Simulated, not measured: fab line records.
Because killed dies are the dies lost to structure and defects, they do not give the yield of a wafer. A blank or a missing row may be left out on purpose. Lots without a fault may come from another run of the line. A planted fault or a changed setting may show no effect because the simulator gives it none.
Which tool is to blame? | flow n5_finfet | Sampling: 24 lots, 72 wafers, 3 of 1938 route steps

## WHAT THE GAUGES READ, wafer by wafer
N5_BEOL_M8_THK_MEAS_53: measures by xrf.
lot  | measured     | on            | M8_THK (nm)
L074 | day 9 15:19  | film_metro-02 | 79.9 77.6 79.6
L077 | day 10 01:30 | film_metro-02 | 77.7 79.4 78.4
L076 | day 10 07:02 | film_metro-01 | 77.6 80.0 77.5
L075 | day 10 09:38 | film_metro-01 | 78.5 78.3 77.6
L078 | day 10 13:00 | film_metro-01 | 77.5 79.1 77.1
L079 | day 10 19:14 | film_metro-01 | 77.2 77.9 76.5
L080 | day 10 19:23 | film_metro-02 | 81.6 79.4 79.6
L081 | day 10 20:37 | film_metro-02 | 78.9 78.0 79.8
L082 | day 11 06:23 | film_metro-02 | 78.3 79.0 79.6
L083 | day 11 13:58 | film_metro-01 | 79.4 78.8 78.8
L085 | day 12 03:27 | film_metro-02 | 78.1 77.3 76.8
L086 | day 12 14:32 | film_metro-01 | 77.6 78.0 77.2
L084 | day 12 23:49 | film_metro-01 | 80.1 79.3 80.3
L088 | day 13 00:46 | film_metro-02 | 77.5 77.9 76.0
L090 | day 13 01:48 | film_metro-01 | 81.0 79.0 76.4
L087 | day 13 02:04 | film_metro-02 | 80.1 79.8 80.8
L089 | day 13 07:08 | film_metro-02 | 79.1 79.0 76.8
L091 | day 13 17:34 | film_metro-01 | 79.0 79.7 80.3
L092 | day 14 03:32 | film_metro-02 | 77.0 77.0 77.0
L094 | day 14 13:19 | film_metro-02 | 80.9 78.0 74.3
L093 | day 14 13:35 | film_metro-02 | 80.3 76.9 79.2
L096 | day 14 20:45 | film_metro-01 | 75.4 80.8 78.8
L095 | day 14 21:09 | film_metro-01 | 76.1 79.3 76.3
L097 | day 15 19:32 | film_metro-02 | 77.4 78.3 82.5

## WHAT TOOL EACH LOT RAN ON (gives the tool, then ch and the chambers of the sampled wafers, and finally the start)
lot  | N5_BEOL_M8_PRE_CLEAN_45      | N5_BEOL_M8_SPUTTER_48
L074 | pvd_sputter-03, day 9 12:22  | pvd_sputter-02, day 9 14:31
L077 | pvd_sputter-01, day 10 00:08 | pvd_sputter-02, day 10 00:41
L076 | pvd_sputter-02, day 10 05:24 | pvd_sputter-01, day 10 05:58
L075 | pvd_sputter-01, day 10 08:18 | pvd_sputter-01, day 10 08:49
L078 | pvd_sputter-03, day 10 11:28 | pvd_sputter-02, day 10 12:08
L079 | pvd_sputter-02, day 10 17:45 | pvd_sputter-03, day 10 18:26
L080 | pvd_sputter-03, day 10 17:59 | pvd_sputter-03, day 10 18:35
L081 | pvd_sputter-03, day 10 19:08 | pvd_sputter-03, day 10 19:43
L082 | pvd_sputter-01, day 11 04:59 | pvd_sputter-01, day 11 05:35
L083 | pvd_sputter-03, day 11 12:23 | pvd_sputter-03, day 11 13:07
L085 | pvd_sputter-01, day 12 01:52 | pvd_sputter-01, day 12 02:33
L086 | pvd_sputter-01, day 12 13:08 | pvd_sputter-03, day 12 13:44
L084 | pvd_sputter-02, day 12 22:01 | pvd_sputter-03, day 12 23:01
L088 | pvd_sputter-03, day 12 22:58 | pvd_sputter-02, day 12 23:58
L090 | pvd_sputter-02, day 13 00:11 | pvd_sputter-03, day 13 00:59
L087 | pvd_sputter-03, day 13 00:35 | pvd_sputter-03, day 13 01:15
L089 | pvd_sputter-02, day 13 03:54 | pvd_sputter-03, day 13 06:09
L091 | pvd_sputter-03, day 13 15:54 | pvd_sputter-03, day 13 16:46
L092 | pvd_sputter-01, day 14 01:02 | pvd_sputter-03, day 14 01:49
L094 | pvd_sputter-01, day 14 11:22 | pvd_sputter-02, day 14 12:03
L093 | pvd_sputter-01, day 14 11:26 | pvd_sputter-03, day 14 12:04
L096 | pvd_sputter-03, day 14 19:06 | pvd_sputter-03, day 14 19:55
L095 | pvd_sputter-01, day 14 19:16 | pvd_sputter-03, day 14 20:00
L097 | pvd_sputter-03, day 15 17:45 | pvd_sputter-02, day 15 18:37
- N5_BEOL_M8_PRE_CLEAN_45: time 30 s.
- N5_BEOL_M8_SPUTTER_48: material Cu, target thk 10 nm, time 1.667 s.

## WHAT THE TOOLS THEMSELVES READ (means of the sampled wafers that have a number; where no wafer has one, the mark that the record gives instead)
N5_BEOL_M8_PRE_CLEAN_45.
lot  | tool           | heater_power_w (W)
L074 | pvd_sputter-03 | 349
L077 | pvd_sputter-01 | 343
L076 | pvd_sputter-02 | 397
L075 | pvd_sputter-01 | 301
L078 | pvd_sputter-03 | 303
L079 | pvd_sputter-02 | 344
L080 | pvd_sputter-03 | 329
L081 | pvd_sputter-03 | 367
L082 | pvd_sputter-01 | 335
L083 | pvd_sputter-03 | 351
L085 | pvd_sputter-01 | 327
L086 | pvd_sputter-01 | 324
L084 | pvd_sputter-02 | 354
L088 | pvd_sputter-03 | 304
L090 | pvd_sputter-02 | 366
L087 | pvd_sputter-03 | 295
L089 | pvd_sputter-02 | 397
L091 | pvd_sputter-03 | 375
L092 | pvd_sputter-01 | 330
L094 | pvd_sputter-01 | 323
L093 | pvd_sputter-01 | 321
L096 | pvd_sputter-03 | 365
L095 | pvd_sputter-01 | 337
L097 | pvd_sputter-03 | 378

N5_BEOL_M8_SPUTTER_48.
lot  | tool           | substrate_temp_c (C) | throttle_valve_pct (%)
L074 | pvd_sputter-02 | -20.03               | 29.8
L077 | pvd_sputter-02 | -19.95               | 29.9
L076 | pvd_sputter-01 | -19.98               | 29.0
L075 | pvd_sputter-01 | -20.01               | 29.6
L078 | pvd_sputter-02 | -19.96               | 29.0
L079 | pvd_sputter-03 | -20.02               | 29.9
L080 | pvd_sputter-03 | -19.94               | 30.3
L081 | pvd_sputter-03 | -19.99               | 29.5
L082 | pvd_sputter-01 | -20.04               | 29.1
L083 | pvd_sputter-03 | -20.00               | 30.2
L085 | pvd_sputter-01 | -20.01               | 29.1
L086 | pvd_sputter-03 | -20.06               | 29.6
L084 | pvd_sputter-03 | -20.03               | 29.6
L088 | pvd_sputter-02 | -19.94               | 30.3
L090 | pvd_sputter-03 | -19.96               | 29.7
L087 | pvd_sputter-03 | -19.98               | 29.0
L089 | pvd_sputter-03 | -19.92               | 29.4
L091 | pvd_sputter-03 | -19.97               | 30.2
L092 | pvd_sputter-03 | -19.92               | 28.3
L094 | pvd_sputter-02 | -19.90               | 29.8
L093 | pvd_sputter-03 | -20.02               | 28.9
L096 | pvd_sputter-03 | -19.98               | 30.3
L095 | pvd_sputter-03 | -20.03               | 30.5
L097 | pvd_sputter-02 | -20.12               | 30.1

## THE ANSWER, worked out from the rows above alone
Rule: the usual values come from the lots themselves. The widest of any qualifying gaps counts: lots, ordered by their means at a reading, are off when they make up no more than a third of the lots, leave a main group of 4 or more, and stand apart from it by 3 or more times the standard deviation of that group's means. A main group whose means are all the same, to the digits that the tables above print for the reading, isn't used. A lot without any number at a reading at which 4 lots or more have one is off too. Any other lot the step has rows for is counted as sound. Order of review: gauges by route order, followed by the tools' own readings, for which a lot's mean as printed above is used. At the first step where some lot is off, the reading lying furthest off is the one used; lots without a number count as furthest.
Nothing can be told from this: no lot is off at any reading shown.

## WHAT THE SIMULATOR PUT IN
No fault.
